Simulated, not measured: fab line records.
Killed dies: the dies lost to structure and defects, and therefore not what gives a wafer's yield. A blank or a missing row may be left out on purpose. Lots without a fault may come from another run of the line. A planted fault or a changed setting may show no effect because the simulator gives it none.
Matching of chambers | flow nand harc | pecvd-04 running NHARC_A_SLIT_DEP_23: 3 sister chambers
The step deposits SiON, target thk 100 nm. 3 wafers are shown with their chamber, then 7 later ones without.

EACH WAFER AND ITS CHAMBER
wafer  | chamber | heater power w (W)
L086.5 | 2       | 660
L087.1 | 1       | 689
L087.5 | 0       | 781

WAFERS WITH NO CHAMBER GIVEN
wafer  | heater power w (W)
L087.6 | 677
L094.1 | 741
L094.2 | 824
L094.5 | 840
L095.3 | 761
L095.4 | 710
L095.6 | 756

WHICH CHAMBER EACH ONE RAN IN
wafer  | from the rows above          | in truth
L087.6 | can't be placed: 1 or 2      | 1
L094.1 | can't be placed: 0 or 1 or 2 | 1
L094.2 | 0                            | 0
L094.5 | 0                            | 0
L095.3 | can't be placed: 0 or 1      | 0
L095.4 | can't be placed: 1 or 2 or 0 | 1
L095.6 | can't be placed: 0 or 1      | 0
2 of 7 placed correctly. From these rows, 5 cannot be placed; in 5 the true chamber is one of the candidates. Number placed wrongly: 0.
How it was worked out, from the rows above alone: a wafer's distance from a chamber is the root of the sum, over the readings, of the square of ((its reading less the chamber's mean) divided by the reading's scatter). If the next closest chamber is less than 2 further off than the closest, the wafer can't be placed; otherwise it belongs to the closest. For every chamber, the mean is computed from those of its wafers that are shown. The scatter: with one shown wafer a chamber, the root of the mean of the squares of how far each hidden wafer lies from its nearest shown one.
